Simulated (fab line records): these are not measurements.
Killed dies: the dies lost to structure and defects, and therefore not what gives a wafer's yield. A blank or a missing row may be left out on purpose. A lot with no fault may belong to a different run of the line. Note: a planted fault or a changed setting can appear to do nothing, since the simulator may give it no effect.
A lot that was struck, set against a sound lot || flow n5 finfet || 26 out of 1938 route steps
Sound: these wafers, L593.1, L593.3, L593.5. The struck wafers were L599.1, L599.3, L599.5. At the end, the cause is stated.
For every step that has rows: the tool of each side, followed by ch and its chambers, followed by its first start. Under that, the readings that differ: sound wafers || struck wafers || difference of the means || sigmas: that difference in standard deviations of wafers without a fault.
alike: words and numbers the same on both sides, and readings whose means are apart by under 2 such deviations; not compared: readings that were withheld, readings missing a value for some wafer, numbers with overlapping values and no deviation given by the record, and bounds like >300 which may hide the same value.
A row with sigmas, a row that says differs or no value, or rows on one side alone: a step with any of these is where the two part. Non-overlapping numbers with no deviation appear without sigmas and do not part them. A reading missing from all wafers of one side parts the sides only when that side holds two or more wafers.

first, 1 step without rows for these wafers: N5_BEOL_M6_ECD_50 (material Cu, target thk 300 nm).
N5_BEOL_M6_ANNEAL_51: time 90 s.
  sound on rtp anneal-02 ch 0, day 10 06:29; struck on rtp anneal-02 ch 0, day 11 22:53
  alike: wafer_temp_C_max
then, 1 step without rows for these wafers: N5_BEOL_M6_CMP_52 (polishes, stops on SiCOH lowk, t overpolish 6.9 s, target thk 80 nm).
N5_BEOL_M6_THK_MEAS_53: measures by xrf.
  struck on film metro-01, day 11 23:30; sound on film metro-02, day 10 07:05
  alike: M6_THK
then, 1 step without rows for these wafers: N5_BEOL_M6_PRE_CLEAN_55 (time 15 s).
N5_BEOL_M6_DEP_56: deposits SiCN from 3MS/NH3, target thk 10 nm, time 17.5 s.
  sound on pecvd-03 ch 0,2, day 10 07:09; struck on pecvd-01 ch 1,2, day 11 23:34
  alike: showerhead plenum p Torr, throttle valve pct
N5_BEOL_M6_RS_MEAS_57: measures by four-point-probe.
  struck on film metro-02, day 11 23:38; sound on film metro-02, day 10 07:13
  alike: M6_RS
N5_BEOL_M6_INSPECT_58: inspects for defects (darkfield).
  struck on defect inspect-02, day 11 23:40; sound on defect inspect-02, day 10 07:14
  alike: raw defect count
N5_BEOL_M7_ILD_DEP_00: deposits SiCOH lowk from DEMS/porogen, target thk 179.75 nm, time 33.4 s.
  sound on pecvd-04 ch 0,1, day 10 07:17; struck on pecvd-02 ch 0,1, day 11 23:41
  alike: heater power w, showerhead plenum p Torr, throttle valve pct
N5_BEOL_M7_CURE_74: cures SiCOH lowk, time 240 s.
  sound on uv cure-01 ch 0, day 10 07:20; struck on uv cure-01 ch 0, day 11 23:46
  alike: lamp power pct, wafer_temp_C_max
N5_BEOL_M7_THK_MEAS_01:
  struck on film metro-02, day 12 00:16; sound on film metro-01, day 10 07:51
  alike: M7_ILD_THK
N5_BEOL_M7_PECVD_70: deposits SiO2 from TEOS/O2, target thk 20 nm, time 22.7 s.
  sound on pecvd-02 ch 0,2, day 10 07:53; struck on pecvd-02 ch 0,1, day 12 00:19
  alike: heater power w, showerhead plenum p Torr, throttle valve pct
N5_BEOL_M7_HM_DEP_02: deposits TiN, target thk 20 nm.
  struck on pvd sputter-03, day 12 00:40; sound on pvd sputter-02, day 10 09:40
  alike: throttle valve pct
then, 8 steps without rows for these wafers: N5_BEOL_M7_COAT_59 (time 60 s, resist thk 100 nm); N5_BEOL_M7_COAT_60 (time 60 s, resist thk 35 nm); N5_BEOL_M7_COAT_05 (resist thk 90 nm); N5_BEOL_M7_EBR_07; N5_BEOL_M7_SOFTBAKE_06 (time 60 s); N5_BEOL_M7_EXPOSE_08 (exposes mask M7); N5_BEOL_M7_PEB_09 (peb time 60 s); N5_BEOL_M7_DEVELOP_10 (develop time 30 s).
N5_BEOL_M7_CD_MEAS_11: target cd 38.5 nm.
  sound on cd sem-01 ch 0, day 10 10:10; struck on cd sem-02 ch 0, day 12 01:10
{"reading": "cd nm (nm)", "sound": "38.9 37.9 37.9", "struck": "39.1 39.5 38.9", "difference": "+0.9", "sigmas": "+2"}
N5_BEOL_M7_OVL_MEAS_12:
  sound on overlay-02 ch 0, day 10 10:11; struck on overlay-01 ch 0, day 12 01:12
  alike: M7_OVL
N5_BEOL_M7_INSPECT_13: inspects for defects (brightfield).
  struck on defect inspect-01, day 12 01:13; sound on defect inspect-02, day 10 10:13
{"reading": "raw defect count", "sound": "291 437 295", "struck": "1005 1060 950", "difference": "+664", "sigmas": "+8"}
then, 1 step without rows for these wafers: N5_BEOL_M7_DESCUM_16 (chemistry O2, time 7.9 s).
-- record jumps: 3 days separate the struck wafers' starts on either side; left off in module BEOL_M7, taken up again in module PASSIVATION, whose first shown step is the route's number 1936 --
N5_PASSIVATION_PROBE_49:
  rows exist in the record for the struck wafers here (prober-01, day 15 04:25), but not for the sound ones

WHERE THEY PART
Earliest at N5_BEOL_M7_CD_MEAS_11; latest, in this record, at N5_PASSIVATION_PROBE_49.

WHY: the cause the simulator had injected
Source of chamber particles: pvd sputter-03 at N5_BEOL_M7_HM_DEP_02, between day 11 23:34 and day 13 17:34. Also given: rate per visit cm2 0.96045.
